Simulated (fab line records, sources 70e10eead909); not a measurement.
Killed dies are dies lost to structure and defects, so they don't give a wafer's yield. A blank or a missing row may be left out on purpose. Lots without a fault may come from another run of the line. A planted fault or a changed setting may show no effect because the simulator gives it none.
Chamber matching | flow nand_harc | NHARC_P_GATE_ALD_36 on ald_sin-04: 4 sister chambers
The step deposits SiNx, target thk 20 nm, pulse time 60 s, ald cycles 223. 8 wafers are shown with their chamber, then 7 later ones without.

WAFERS WITH THEIR CHAMBER
wafer  | chamber | heater_power_outer_w (W) | heater_power_w (W)
L075.2 | 0       | 417                      | 716
L078.3 | 0       | 416                      | 725
L078.6 | 1       | 573                      | 857
L080.5 | 1       | 581                      | 867
L083.2 | 3       | 492                      | 806
L083.5 | 2       | 562                      | 932
L085.1 | 2       | 546                      | 890
L085.3 | 3       | 495                      | 833

WAFERS WITHOUT THEIR CHAMBER
wafer  | heater_power_outer_w (W) | heater_power_w (W)
L085.6 | 433                      | 713
L092.1 | 496                      | 847
L092.3 | 518                      | 813
L092.4 | 575                      | 930
L095.2 | 448                      | 755
L095.6 | 578                      | 942
L095.5 | 493                      | 838

WHICH CHAMBER EACH WENT THROUGH
wafer  | from the rows above     | in truth
L085.6 | 0                       | 0
L092.1 | 3                       | 3
L092.3 | 3                       | 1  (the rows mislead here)
L092.4 | can't be placed: 2 or 1 | 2
L095.2 | 0                       | 0
L095.6 | can't be placed: 2 or 1 | 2
L095.5 | 3                       | 3
Placed correctly: 4 of 7. Can't be placed from these rows: 2 (the true chamber is among the candidates in 2). Placed wrongly: 1.
How it was worked out, from the rows above alone: a wafer's distance from a chamber is the root of the sum, over the readings, of the square of ((its reading less the chamber's mean) divided by the reading's scatter). The wafer belongs to the nearest chamber; if the next one is less than 2 further off, it can't be placed. A chamber's mean is the mean of its shown wafers. The scatter: the root of (the sum of the squares of (reading less its chamber's mean) over the shown wafers, divided by (wafers less chambers)).
